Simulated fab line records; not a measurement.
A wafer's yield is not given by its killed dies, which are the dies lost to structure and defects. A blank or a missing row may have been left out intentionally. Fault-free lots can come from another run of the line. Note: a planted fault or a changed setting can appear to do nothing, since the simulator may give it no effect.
fab line records | flow n5Finfet
record: lots: 5 wafers: 15 lastDay: 19
route steps=1938 shown BEOL_M8@1338 PASSIVATION@1936
lots with no fault: from the same line, run without faults
startH: start of the lot's first displayed wafer, in hours after the record's first day | waitH: hours from the lot's prior step to this one | " repeats the value in the row above | L1.1+2: several wafers, shown together as one row | - no value present, or no start provided | * or withheld: withheld | < > ~ a bound
route shown NAME@n: NAME is a module with steps in the file, n the number in the route of the first one | usual: mean/standard deviation of fault-free wafers | same: alike in all rows | chamber/n: place in a boat | sites: readings site by site | _std_site: the values' standard deviation | _edge_site: the outer-site mean with the inner-site mean subtracted | radiusMm: how far each site lies from the wafer's centre | mask NAME#n: copy n | behind: tool/chamber where the wafer was last shaped | hold: why the lot went on hold/how many hours it stayed there/how the hold came to an end | device: whichever transistor did not switch (one of n, p or np) | end of line: at the end of the route, the tests of the same wafers | for a step that has no rows: nothing shown but its recipe | killed: dies lost to structure and defects at the first sort, not the wafer's yield | map: a wafer's dies, x killed, . not, _ none there
set.NAME: the setting as run; set.NAME@STEP: as run at that earlier step | model.NAME: the simulator's own value behind a step, which no gauge read
certain route steps with their lots: each step a table, each wafer a row
services: a tool's chamber out of use, with start hour (startH, from the record's first day; less than 0 if before it), hours out, and reason
== steps ==
step: N5_BEOL_M8_COAT_60
recipe: resist: SiARC tempC: 220 timeS: 60 spinRpm: 1500 resistThkNm: 35
step: N5_BEOL_M8_COAT_05
recipe: resist: CAR-ArF spinRpm: 1500 resistThkNm: 90
step: N5_BEOL_M8_EBR_07
recipe: solvent: PGMEA ebrWidthMm: 1.5
step: N5_BEOL_M8_SOFTBAKE_06
recipe: tempC: 110 timeS: 60 resist: CAR-ArF
step: N5_BEOL_M8_EXPOSE_08
recipe: maskId: M8 na: 1.35 sourceShape: dipole sigmaInner: 0.817 sigmaOuter: 0.97 polarization: te doseMj: 68.25
step: N5_BEOL_M8_PEB_09
recipe: pebTempC: withheld pebTimeS: 60 resist: CAR-ArF
step: N5_BEOL_M8_DEVELOP_10
recipe: developTimeS: 30 developer: TMAH resist: CAR-ArF rinseLiquid: diw dry: airSpin devTempC: 23
step: N5_BEOL_M8_CD_MEAS_11
recipe: targetCdNm: 38.5 landingEnergyEv: 500 detector: seInlens polarity: opening
usual: cdNm: 38.5/0.56
columns lot.wafer tool chamber startH waitH cdNm
L447.2 cdSem-01 0 197.04 - 37.8
L447.3 " 0 " " 38.5
L447.5 " 0 " " 38.3
L457.2 cdSem-02 0 274.37 - 38.5
L457.4 " 0 " " 38.3
L457.6 " 0 " " 38.1
L463.2 cdSem-02 0 293.17 - 38.3
L463.3 " 0 " " 38.5
L463.4 " 0 " " 38.5
L464.3 cdSem-03 0 311.08 - 38.0
L464.5 " 0 " " 39.1
L464.6 " 0 " " 38.9
L469.2 cdSem-03 0 379.36 - 39.2
L469.5 " 0 " " 39.0
L469.6 " 0 " " 39.4
step: N5_BEOL_M8_OVL_MEAS_12
recipe: pointsPerWafer: 44
usual: M8_OVL: -0.1/0.77
same: pointsPerWafer: 44
columns lot.wafer tool chamber startH waitH M8_OVL[nm]
L447.2 overlay-01 0 197.07 0.0 0.6
L447.3 " 0 " " -0.6
L447.5 " 0 " " 0.2
L457.2 overlay-02 0 274.40 0.0 0.1
L457.4 " 0 " " -0.7
L457.6 " 0 " " -0.2
L463.2 overlay-01 0 293.20 0.0 0.1
L463.3 " 0 " " -0.6
L463.4 " 0 " " 2.0
L464.3 overlay-01 0 311.11 0.0 -0.4
L464.5 " 0 " " -0.5
L464.6 " 0 " " -1.6
L469.2 overlay-01 0 379.40 0.0 -0.7
L469.5 " 0 " " -1.0
L469.6 " 0 " " -0.2
step: N5_BEOL_M8_INSPECT_13
recipe: mode: adi inspectInstrument: brightfield
usual: rawDefectCount: 428/98
columns lot.wafer tool chamber startH waitH rawDefectCount
L447.2 defectInspect-02 - 197.09 0.0 430
L447.3 " - " " 440
L447.5 " - " " 542
L457.2 defectInspect-01 - 274.42 0.0 555
L457.4 " - " " 485
L457.6 " - " " 392
L463.2 defectInspect-02 - 293.23 0.0 282
L463.3 " - " " 671
L463.4 " - " " 446
L464.3 defectInspect-02 - 311.13 0.0 373
L464.5 " - " " 322
L464.6 " - " " 335
L469.2 defectInspect-02 - 379.42 0.0 304
L469.5 " - " " 417
L469.6 " - " " 305
step: N5_BEOL_M8_DESCUM_16
recipe: chemistry: O2 timeS: 7.9 sourcePowerW: 50 biasPowerW: 20 pressureMtorr: 20 rfFrequencyHz: 2.712e+07 tempC: 40 resist: CAR-ArF o2FlowSccm: 225
usual: drypumpMotorCurrentA: 5.6/0.32 oesProductAu: 0.78/0.081 rfVppV: 243.5/1.1 showerheadPlenumPTorr: 2.12/0.06 throttleValvePct: 20.47/0.27
columns lot.wafer tool chamber startH waitH drypumpMotorCurrentA oesProductAu rfHoursCounterH rfVppV showerheadPlenumPTorr throttleValvePct
L447.2 rieDiel-03 1 197.12 0.0 5.8 0.78 124 242.9 2.13 20.50
L447.3 " 3 " " 5.1 0.72 170 243.2 2.10 20.55
L447.5 " 2 " " 6.2 0.72 - 243.2 2.10 20.68
L457.2 rieDiel-01 0 274.46 0.0 5.7 0.81 96 246.5 2.20 20.15
L457.4 " 1 " " 5.5 0.73 214 244.1 2.16 20.62
L457.6 " 2 " " 5.7 0.95 - 243.8 2.17 20.56
L463.2 rieDiel-03 3 293.26 0.0 5.1 0.70 203 244.1 2.09 20.60
L463.3 " 1 " " 5.8 0.74 158 243.5 2.12 20.56
L463.4 " 2 " " 6.3 0.69 243 241.7 2.09 20.72
L464.3 rieDiel-06 2 311.16 0.0 5.5 0.77 118 245.0 2.08 20.42
L464.5 " 2 " " 5.5 0.78 - 242.8 2.08 20.41
L464.6 " 3 " " 5.1 0.68 - 244.4 2.17 20.99
L469.2 rieDiel-01 0 379.45 0.0 5.7 0.77 131 245.3 2.19 20.17
L469.5 " 1 " " 5.5 0.69 - 244.4 2.15 20.66
L469.6 " 0 " " 5.7 0.77 - 244.5 2.19 20.18
step: N5_BEOL_M8_ETCH_61
recipe: chemistry: CF4 target: SiARC targetDepthA: 455 maskMaterial: CAR-ArF timeS: 75.8 ionEnergyEv: 80 pressureMtorr: 40 sourceW: 545 biasW: 36 Ar_flow_sccm: 100 cf4FlowSccm: 100 ends: cleared
usual: biasW: 36.01/0.096 drypumpMotorCurrentA: 5.6/0.33 etchRfOnTimeS: 76.5/2.1 mfcArSccm: 100.0/0.3 oesProductAu: 0.66/0.065 rfVppV: 184.3/1 showerheadPlenumPTorr: 2.16/0.054 throttleValvePct: 15.63/0.25
columns lot.wafer tool chamber startH waitH biasW drypumpMotorCurrentA etchRfOnTimeS mfcArSccm oesProductAu rfHoursCounterH rfVppV showerheadPlenumPTorr throttleValvePct
L447.2 rieDiel-03 1 197.16 0.0 35.91 5.8 77.5 100.2 0.65 124 184.4 2.16 15.57
L447.3 " 3 " " 35.85 5.1 76.9 100.5 0.63 170 183.6 2.14 15.69
L447.5 " 2 " " 36.01 6.3 80.2 99.8 0.60 - 184.1 2.11 15.71
L457.2 rieDiel-01 0 274.49 0.0 35.98 5.7 75.7 99.8 0.69 96 185.7 2.24 15.26
L457.4 " 1 " " 36.04 5.5 75.1 100.5 0.63 214 184.8 2.21 15.90
L457.6 " 2 " " 35.96 5.7 76.8 100.2 0.80 - 183.9 2.19 15.55
L463.2 rieDiel-03 3 293.30 0.0 35.91 5.2 78.2 100.4 0.60 203 183.6 2.13 15.74
L463.3 " 1 " " 36.08 5.8 78.8 99.5 0.61 158 183.5 2.15 15.65
L463.4 " 2 " " 35.95 6.3 82.0 99.6 0.57 243 182.8 2.10 15.80
L464.3 rieDiel-06 2 311.20 0.0 35.76 5.5 74.1 99.8 0.67 118 184.2 2.15 15.65
L464.5 " 2 " " 35.94 5.5 74.6 100.3 0.67 - 184.3 2.15 15.67
L464.6 " 3 " " 36.05 5.1 75.5 100.1 0.59 - 185.0 2.22 16.17
L469.2 rieDiel-01 0 379.49 0.0 36.03 5.7 74.5 99.8 0.67 131 185.5 2.23 15.35
L469.5 " 1 " " 36.25 5.5 74.4 100.1 0.61 - 183.1 2.20 15.97
L469.6 " 0 " " 36.13 5.7 74.4 100.8 0.66 - 185.8 2.23 15.32
step: N5_BEOL_M8_ETCH_62
recipe: chemistry: N2/H2 target: SOC targetDepthA: 1100 overetchA: 220 maskMaterial: SiARC tempC: 40 timeS: 165 ionEnergyEv: 200 pressureMtorr: 30 sourceW: 840 biasW: 150 n2FlowSccm: 200 h2FlowSccm: 200
usual: biasW: 150.0/0.49 drypumpMotorCurrentA: 5.6/0.32 oesProductAu: 0.66/0.063 rfVppV: 524.5/2.1 showerheadPlenumPTorr: 2.57/0.075 throttleValvePct: 17.83/0.27
columns lot.wafer tool chamber startH waitH biasW drypumpMotorCurrentA oesProductAu rfHoursCounterH rfVppV showerheadPlenumPTorr throttleValvePct model.SiARC_of_BEOL_M8_COAT_60.thkNm
L447.2 rieDiel-03 1 197.21 0.0 150.8 5.8 0.65 124 524.5 2.54 17.62 28.6
L447.3 " 3 " " 149.9 5.1 0.62 170 523.8 2.55 17.95 28.8
L447.5 " 2 " " 149.6 6.3 0.60 - 524.3 2.50 17.76 28.8
L457.2 rieDiel-01 0 274.55 0.0 149.0 5.7 0.69 96 527.4 2.69 17.62 28.4
L457.4 " 1 " " 132.5 5.5 0.62 214 486.2 2.63 18.09 29.2
L457.6 " 2 " " 151.4 5.7 0.80 - 525.7 2.61 17.91 28.4
L463.2 rieDiel-03 3 293.35 0.0 150.1 5.1 0.60 203 522.9 2.53 18.01 28.8
L463.3 " 1 " " 149.9 5.8 0.63 158 523.7 2.53 17.67 28.4
L463.4 " 2 " " 149.8 6.3 0.59 243 522.7 2.49 17.81 28.8
L464.3 rieDiel-06 2 311.25 0.0 150.3 5.5 0.66 118 524.3 2.56 17.87 28
L464.5 " 2 " " 150.5 5.5 0.66 - 523.5 2.56 17.87 28
L464.6 " 3 " " 149.7 5.2 0.59 - 526.9 2.63 18.49 28.6
L469.2 rieDiel-01 0 379.54 0.0 150.0 5.7 0.65 131 527.7 2.68 17.69 28.2
L469.5 " 1 " " 149.3 5.5 0.60 - 524.2 2.62 18.16 28.2
L469.6 " 0 " " 150.1 5.7 0.65 - 526.7 2.68 17.68 28.2
step: N5_BEOL_M8_STRIP_68
recipe: chemistry: N2/H2 tempC: 40 n2FlowSccm: 200 h2FlowSccm: 200 rfFrequencyHz: 6e+07
step: N5_PASSIVATION_PROBE_49
usual: defectLimitedYield: 91.0/1.3 killed_at_M0_to_M3: 33/10 killed_at_M4_up: 14/5.6 killedAtContacts: 12/5.8 killedAtFrontEnd: 43/11 killedAtOther: 4.1/2.8 killedDies: 106/15 killedOpen: 70/12 killedShort: 34/7.5 sort_bin_4_leakage: 0.00/0.0099 sort_bin_5_function: 5.3/0.88 sort_bin_6_memory: 3.3/0.64 sortNPass: 1074/15 sortYieldPct: 91.0/1.3
same: grossDies: 1180 killedAtBackSide: 0 sort_bin_8_speed[%]: 0
columns lot.wafer tool chamber startH waitH defectLimitedYield[%] killed_at_M0_to_M3 killed_at_M4_up killedAtContacts killedAtFrontEnd killedAtOther killedDies killedOpen killedShort sort_bin_4_leakage[%] sort_bin_5_function[%] sort_bin_6_memory[%] sortNPass sortYieldPct[%]
L447.2 prober-01 - 272.22 0.1 93.1 24 17 7 28 6 82 58 24 0 4.1 2.5 1098 93.1
L447.3 prober-01 - 272.27 0.1 93.8 12 15 20 23 3 73 44 26 0 3.6 2.3 1107 93.8
L447.5 prober-01 - 272.37 0.2 90.9 20 19 20 38 10 107 73 34 0 5.4 3.6 1073 90.9
L457.2 prober-02 - 341.36 0.1 90.5 41 14 3 48 6 112 76 34 0 5.3 4.1 1068 90.5
L457.4 prober-02 - 341.46 0.2 90.3 27 23 13 48 3 114 79 34 0 5.6 3.5 1066 90.3
L457.6 prober-02 - 341.56 0.3 89.2 44 15 7 53 8 127 82 39 0 6.5 3.4 1053 89.2
L469.2 prober-01 - 450.01 0.1 90.8 45 7 8 37 11 108 68 35 0 5.2 3.5 1072 90.8
L469.5 prober-01 - 450.16 0.2 91.0 28 17 13 35 13 106 66 35 0 4.9 3.6 1074 91.0
L469.6 prober-01 - 450.21 0.3 91.4 36 8 12 36 9 101 60 38 0 4.5 3.2 1079 91.4
killed by level:class
L447.2 BEOL_M4:geometricParticle:open=11 BEOL_M0_SAQP:geometricParticle:short=7 FIN_SAQP:geometricParticle:open=6 MOL_CONTACT_COAG:geometricParticle:open=6 BEOL_M3:geometricParticle:open=5 GATE_CUT:geometricParticle:short=4 BEOL_M5:geometricParticle:open=4 PASS1_CAP:geometricParticle:open=4
L447.3 MOL_CONTACT_COAG:geometricParticle:open=17 BEOL_M4:geometricParticle:open=6 GATE_CUT:geometricParticle:short=5 FIN_SAQP:geometricParticle:short=3 STI_FIN_REVEAL:geometricParticle:open=3 MOL_CONTACT_COAG:geometricParticle:short=3 BEOL_M0_SAQP:geometricParticle:open=3 STARTING-WAFER:geometricParticle:open=3
L447.5 MOL_CONTACT_COAG:geometricParticle:open=15 FIN_SAQP:geometricParticle:open=12 BEOL_M3:geometricParticle:open=8 BEOL_M4:geometricParticle:open=8 FIN_SAQP:geometricParticle:short=6 STARTING-WAFER:geometricParticle:open=6 MOL_CONTACT_COAG:geometricParticle:short=5 BEOL_M0_SAQP:geometricParticle:open=4
L457.2 STI_FIN_REVEAL:geometricParticle:open=16 BEOL_M3:geometricParticle:open=12 FIN_SAQP:geometricParticle:open=9 BEOL_M0_SAQP:geometricParticle:open=6 BEOL_M4:geometricParticle:open=6 BEOL_M0:geometricParticle:open=5 BEOL_M3:geometricParticle:short=5 FIN_SAQP:geometricParticle:short=4
L457.4 FIN_SAQP:geometricParticle:open=15 MOL_CONTACT_COAG:geometricParticle:open=11 STI_FIN_REVEAL:geometricParticle:open=9 BEOL_M4:geometricParticle:open=7 FIN_SAQP:geometricParticle:short=6 BEOL_M0:geometricParticle:open=6 GATE_CUT:geometricParticle:short=5 BEOL_M0_SAQP:geometricParticle:short=5
L457.6 FIN_SAQP:geometricParticle:open=13 BEOL_M0_SAQP:geometricParticle:short=10 FIN_SAQP:geometricParticle:short=9 STI_FIN_REVEAL:geometricParticle:open=9 BEOL_M0_SAQP:geometricParticle:open=9 BEOL_M0:geometricParticle:open=7 BEOL_M4:geometricParticle:open=7 GATE_CUT:geometricParticle:short=6
L469.2 FIN_SAQP:geometricParticle:open=14 BEOL_M0_SAQP:geometricParticle:open=10 BEOL_M2:geometricParticle:open=8 STI_FIN_REVEAL:geometricParticle:open=7 MOL_CONTACT_COAG:geometricParticle:open=6 BEOL_M0_SAQP:geometricParticle:short=6 BEOL_M1:geometricParticle:open=6 BEOL_M2:geometricParticle:short=6
L469.5 MOL_CONTACT_COAG:geometricParticle:open=9 STI_FIN_REVEAL:geometricParticle:open=9 BEOL_M1:geometricParticle:open=8 FIN_SAQP:geometricParticle:open=6 BEOL_M0_SAQP:geometricParticle:open=5 STARTING-WAFER:geometricParticle:short=5 MOL_CONTACT_COAG:geometricParticle:short=4 BEOL_M2:geometricParticle:open=4
L469.6 MOL_CONTACT_COAG:geometricParticle:open=10 STI_FIN_REVEAL:geometricParticle:open=9 BEOL_M3:geometricParticle:open=7 BEOL_M2:geometricParticle:open=7 BEOL_M0_SAQP:geometricParticle:short=5 BEOL_M1:geometricParticle:open=5 FIN_SAQP:geometricParticle:open=4 GATE_CUT:geometricParticle:short=4
== services ==
columns tool chamber startH hours kind
rieDiel-03 0 190.51 - clean
rieDiel-03 0 190.51 - consumableReplace:focusRing
rieDiel-03 0 190.51 12.7 scheduledDown
rieDiel-03 0 190.51 12.7 ventCycle
rieDiel-01 0 198.22 3.0 repair
rieDiel-06 - 232.17 14.6 pm
rieDiel-01 2 232.53 - clean
rieDiel-01 2 232.53 - consumableReplace:focusRing
rieDiel-01 2 232.53 27.3 scheduledDown
rieDiel-01 2 232.53 27.3 ventCycle
rieDiel-03 2 263.59 3.8 repair
rieDiel-06 1 265.85 - clean
rieDiel-06 1 265.85 - consumableReplace:focusRing
rieDiel-06 1 265.85 16.0 scheduledDown
rieDiel-06 1 265.85 16.0 ventCycle
rieDiel-03 2 313.92 - clean
rieDiel-03 2 313.92 - consumableReplace:focusRing
rieDiel-03 2 313.92 18.7 scheduledDown
rieDiel-03 2 313.92 18.7 ventCycle
rieDiel-03 0 317.64 4.0 repair
rieDiel-01 1 338.06 3.9 repair
rieDiel-03 1 354.52 4.8 repair
rieDiel-03 - 372.66 0.1 repair
== key ==
firstSign: step: N5_BEOL_M8_ETCH_62 reading: biasW direction: down sigmas: 36 usual: * struck: *
effect: step: N5_BEOL_M8_ETCH_62 reading: rfVppV direction: down sigmas: 18 usual: 524.5 struck: 486.2
modelEffect: step: N5_BEOL_M8_ETCH_62 value: SiARC_of_BEOL_M8_COAT_60.thkNm without: 28.2 struck: 29.2
metAt N5_BEOL_M8_ETCH_62
struckWafers L457.4
fault: kind: processParameterDrift tool: rieDiel-01 chamber: 1 onsetH: 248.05 steps: N5_BEOL_M8_ETCH_62 channel: biasW offset: * shape: step endH: 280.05 actsIn: * stated: *
